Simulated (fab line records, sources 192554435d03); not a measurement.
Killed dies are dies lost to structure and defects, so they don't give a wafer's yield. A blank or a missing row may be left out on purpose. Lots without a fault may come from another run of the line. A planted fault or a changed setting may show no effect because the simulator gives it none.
Which tool did it? | flow n5_finfet | 9 lots, 27 wafers sampled, at 1 step of a route of 1938

WHAT THE GAUGES READ, wafer by wafer
N5_BEOL_M4_RC_MEAS_101. Usual: DIBL_N 37.0 mV/V, standard deviation 1.7; DIBL_P 36.7 mV/V, standard deviation 2; IOFF_N 0.17 nA/um, standard deviation 0.035; IOFF_P 0.22 nA/um, standard deviation 0.035; ION_N 672 uA/um, standard deviation 12; ION_P 461 uA/um, standard deviation 7.5; SS_N 71.6 mV/dec, standard deviation 0.67; SS_P 73.4 mV/dec, standard deviation 0.64; VT_N 250 mV, standard deviation 3.5; VT_P -250 mV, standard deviation 3.5.
lot  | measured     | on        | DIBL_N (mV/V)  | DIBL_P (mV/V)  | IOFF_N (nA/um) | IOFF_P (nA/um) | ION_N (uA/um) | ION_P (uA/um) | SS_N (mV/dec)  | SS_P (mV/dec)  | VT_N (mV)   | VT_P (mV)      | flag
L776 | day 8 00:55  | prober-01 | 37.2 34.5 34.7 | 36.6 33.5 33.6 | 0.19 0.13 0.14 | 0.27 0.20 0.22 | 692 663 663   | 476 461 469   | 72.1 71.3 71.2 | 73.0 72.5 73.0 | 249 252 249 | -242 -246 -246 |
L777 | day 8 08:05  | prober-01 | 38.7 37.0 35.7 | 41.7 39.1 36.9 | 0.22 0.16 0.14 | 0.27 0.20 0.18 | 674 664 645   | 463 454 445   | 72.6 73.0 72.5 | 75.0 73.4 73.1 | 248 254 256 | -248 -251 -253 |
L775 | day 8 08:34  | prober-02 | 36.8 35.5 33.7 | 36.0 35.4 33.5 | 0.16 0.14 0.11 | 0.18 0.17 0.16 | 672 655 663   | 459 448 460   | 72.2 71.2 70.5 | 72.7 72.9 72.3 | 250 249 255 | -252 -255 -254 |
L784 | day 10 03:26 | prober-01 | 36.7 36.6 36.5 | 37.4 37.3 36.7 | 0.17 0.16 0.15 | 0.20 0.20 0.20 | 681 673 662   | 467 464 454   | 71.9 71.7 71.5 | 74.2 73.3 73.5 | 252 252 254 | -252 -256 -253 |
L785 | day 10 10:58 | prober-02 | 34.3 36.5 35.7 | 35.1 36.9 35.4 | 0.13 0.17 0.15 | 0.18 0.20 0.18 | 666 675 666   | 454 460 454   | 70.0 71.4 71.4 | 72.4 74.1 73.5 | 252 249 253 | -253 -253 -255 |
L786 | day 10 21:25 | prober-01 | 36.9 35.7 39.5 | 36.1 34.7 39.5 | 0.18 0.16 0.24 | 0.26 0.23 0.33 | 687 680 693   | 471 470 475   | 71.7 70.2 72.4 | 72.8 73.1 73.8 | 245 247 243 | -244 -245 -242 |
L793 | day 13 09:46 | prober-02 | 39.9 38.7 39.5 | 39.9 39.0 38.5 | 0.24 0.21 0.21 | 0.27 0.25 0.24 | 683 677 681   | 455 454 461   | 72.4 71.9 71.9 | 74.1 74.2 73.4 | 244 246 247 | -247 -249 -253 |
L796 | day 13 14:22 | prober-02 | 36.6 39.4 38.0 | 36.8 40.1 38.7 | 0.13 0.18 0.15 | 0.17 0.21 0.19 | 658 662 664   | 447 452 454   | 71.6 72.6 71.6 | 73.4 73.8 74.3 | 256 249 253 | -257 -251 -254 |
L797 | day 14 10:43 | prober-02 | 35.5 36.0 35.8 | 34.4 35.2 34.2 | 0.15 0.16 0.14 | 0.20 0.22 0.20 | 675 678 664   | 467 466 461   | 72.0 71.8 71.2 | 73.6 73.5 73.1 | 250 246 251 | -250 -249 -252 |

WHICH TOOL RAN EACH LOT (tool, then ch and the chambers of the sampled wafers, then the start)
The record holds no process step before these readings.

WHAT THE TOOLS THEMSELVES READ (means of the sampled wafers that have a number; where no wafer has one, the mark that the record gives instead)
The record holds no such reading with a usual standard deviation.

THE ANSWER, worked out from the rows above alone
Rule: a lot is off if the mean of its wafers that have a number lies more than 3 standard deviations from the usual mean. A lot without any number at a reading at which 4 lots or more have one is off too. The other lots that the step has rows for count as sound. The gauges are gone through in route order, then the tools' own readings, and for those a lot's mean is taken as printed above. The first step at which some lot is off is used, and at that step the reading that is off furthest; a lot without a number counts as furthest.
No lot is off at any reading shown: from this, nothing can be told.

WHAT THE SIMULATOR HAD PUT IN
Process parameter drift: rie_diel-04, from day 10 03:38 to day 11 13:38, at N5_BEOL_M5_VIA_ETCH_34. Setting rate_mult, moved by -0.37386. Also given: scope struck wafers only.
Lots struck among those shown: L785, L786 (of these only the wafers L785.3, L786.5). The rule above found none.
